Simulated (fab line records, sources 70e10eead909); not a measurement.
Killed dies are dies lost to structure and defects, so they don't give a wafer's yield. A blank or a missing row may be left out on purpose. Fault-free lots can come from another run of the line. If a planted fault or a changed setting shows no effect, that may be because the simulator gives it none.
What tool caused it? :: flow nand-harc :: 18 wafers from 6 lots sampled at 3 of the route's 1302 steps

WHAT THE GAUGES SHOWED, per wafer
NHARC_P_M1_INSPECT_11.
lot: L298
measured: day 8 12:01
on: defect-inspect-01
raw-defect-count: 17 3 6

lot: L303
measured: day 10 06:22
on: defect-inspect-01
raw-defect-count: 6 5 5

lot: L307
measured: day 12 08:15
on: defect-inspect-01
raw-defect-count: 5 4 2

lot: L309
measured: day 12 20:05
on: defect-inspect-01
raw-defect-count: 4 7 1

lot: L311
measured: day 13 17:58
on: defect-inspect-02
raw-defect-count: 3 5 4

lot: L316
measured: day 16 01:38
on: defect-inspect-01
raw-defect-count: 5 4 4

WHICH TOOL RAN EACH LOT (tool, then ch and the chambers of the sampled wafers, then the start)
lot: L298
NHARC_P_M0_ANNEAL_30: rtp-anneal-01 ch 0, day 8 09:40
NHARC_P_M1_DEP_00: pecvd-01 ch 0,1,2, day 8 11:02

lot: L303
NHARC_P_M0_ANNEAL_30: rtp-anneal-01 ch 0, day 10 04:05
NHARC_P_M1_DEP_00: pecvd-02 ch 0,1,2, day 10 05:25

lot: L307
NHARC_P_M0_ANNEAL_30: rtp-anneal-02 ch 0, day 12 05:56
NHARC_P_M1_DEP_00: pecvd-03 ch 0,1,2, day 12 07:17

lot: L309
NHARC_P_M0_ANNEAL_30: rtp-anneal-02 ch 0, day 12 17:44
NHARC_P_M1_DEP_00: pecvd-02 ch 1, day 12 19:08

lot: L311
NHARC_P_M0_ANNEAL_30: rtp-anneal-02 ch 0, day 13 15:38
NHARC_P_M1_DEP_00: pecvd-01 ch 0,1,2, day 13 17:00

lot: L316
NHARC_P_M0_ANNEAL_30: rtp-anneal-01 ch 0, day 15 23:29
NHARC_P_M1_DEP_00: pecvd-01 ch 0,2, day 16 00:51
- NHARC_P_M0_ANNEAL_30: time 90 s.
- NHARC_P_M1_DEP_00: deposits SiOC, target thk 182.5 nm.

THE ANSWER, worked out from the rows above alone
Rule: usual is defined by the lots themselves. The widest of any qualifying gaps counts: lots, ordered by their means at a reading, are off when they make up no more than a third of the lots, leave a main group of 4 or more, and stand apart from it by 3 or more times the standard deviation of that group's means. If all means in a main group match to the digits the tables above print for the reading, that group is not used. A lot without any number at a reading at which 4 lots or more have one is off too. Where the step has rows for the other lots, those lots are counted as sound.
Off: L298 (NHARC_P_M1_INSPECT_11, raw-defect-count). The main group has a mean of 4 with a standard deviation of 0.57.
A tool fits if, at a process step before that reading, it ran every lot that is off, and no sound lot after the first of them. The gauges at NHARC_P_M1_INSPECT_11 are tried like those tools. None of those tried fits.

WHAT THE SIMULATOR PUT IN
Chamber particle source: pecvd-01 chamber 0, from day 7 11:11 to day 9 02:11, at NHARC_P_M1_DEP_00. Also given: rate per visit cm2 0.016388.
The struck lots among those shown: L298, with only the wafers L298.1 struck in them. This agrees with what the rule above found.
